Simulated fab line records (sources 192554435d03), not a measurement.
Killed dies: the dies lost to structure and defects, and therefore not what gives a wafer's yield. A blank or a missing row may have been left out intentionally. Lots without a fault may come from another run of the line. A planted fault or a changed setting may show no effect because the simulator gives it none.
Split-lot study ; flow n5-finfet ; on a route of 1938 steps: 7 lots, 21 wafers read

== SPLIT DETAILS ==
At N5_BEOL_M5_PECVD_70 (deposits SiO2 from TEOS/O2, target thk 16 nm, time 18 s), the setting temp-c was moved away from the recipe's 400 C on 6 of the 21 wafers read, by -3.6% to +1.7%. This setting was run at the recipe's value on the other wafers.

The reading is taken at the split's own step.

== THE READING ==
SiO2_of_BEOL_M5_PECVD_70.thk-nm (the simulator's own value, which no gauge read), in nm, at N5_BEOL_M5_PECVD_70 (deposits SiO2 from TEOS/O2, target thk 16 nm, time 18 s). The file does not state a usual value for it. The 15 wafers here that ran the recipe average 15.9 nm, standard deviation 0.25 nm.

wafer;tool, chamber at the split;temp-c as run, C;against the recipe;SiO2_of_BEOL_M5_PECVD_70.thk-nm, nm;against lot-mates on the recipe
L077.2;pecvd-01, 0;389.3;-2.7%;16.6;+0.2
L077.4;pecvd-01, 1;400;recipe;16.4;-
L077.6;pecvd-01, 0;389.3;-2.7%;17;+0.6
L081.2;pecvd-03, 0;400;recipe;15.6;-
L081.5;pecvd-03, 2;400;recipe;16;-
L081.6;pecvd-03, 1;400;recipe;15.8;-
L082.4;pecvd-04, 2;406.8;+1.7%;15.6;-0.6
L082.5;pecvd-04, 0;406.8;+1.7%;15.4;-0.8
L082.6;pecvd-04, 1;400;recipe;16.2;-
L087.1;pecvd-03, 1;400;recipe;16;-
L087.4;pecvd-03, 2;400;recipe;16.4;-
L087.6;pecvd-03, 0;406.7;+1.7%;15.4;-0.8
L086.1;pecvd-01, 1,2;400;recipe;15.8;-
L086.6;pecvd-01, 1,2;400;recipe;15.8;-
L086.3;pecvd-01, 2;400;recipe;16;-
L090.2;pecvd-01, 0,1;400;recipe;15.8;-
L090.3;pecvd-01, 0,1;400;recipe;15.8;-
L090.6;pecvd-01, 2;385.7;-3.6%;17.4;+1.6
L095.1;pecvd-01, 0,1;400;recipe;15.6;-
L095.3;pecvd-01, 0,1;400;recipe;15.6;-
L095.4;pecvd-01, 0;400;recipe;16;-
Rows listing several chambers each stand for several wafers; the file does not say which wafer went through which chamber.

THE FIT
A straight line over all 21 wafers: SiO2_of_BEOL_M5_PECVD_70.thk-nm changes by -0.342 nm for each +1% of temp-c; r = -0.88; the points scatter about the line by 0.25 nm.
The same after taking each lot's own level away (the mean of its wafers on the recipe; 21 wafers): -0.33 nm for each +1%; r = -0.88; scatter 0.24 nm.
According to that fit, moving temp-c by its largest amount changes the reading by 1.2 nm.
Measured against the standard deviation above, the lots' own levels, which go from 15.73 to 16.40 nm, span 2.7 times it.
Hence the lot-to-lot level has little effect on the slope; both slopes agree.
Check: with one of the wafers moved furthest among these (-3.6%) left out of the fit, the line predicts +0.845 nm for it against its lot-mates. Against them it came out at +1.6 nm.

== ADDITIONAL SPLITS CARRIED BY THESE WAFERS ==
These wafers also went through other splits before the reading. Each is held against what the fit with the lots' levels taken away leaves over:
other split on the same wafers;wafers away from the commonest value;r with SiO2_of_BEOL_M5_PECVD_70.thk-nm (lot level and that fit taken away)
N5_BEOL_M4_TRENCH_ETCH_37 time-s;12;-0.15

== FILE'S OWN FIT ==
SiO2_of_BEOL_M5_PECVD_70.thk-nm changes by -0.364 nm for each +1% of temp-c, r = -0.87.
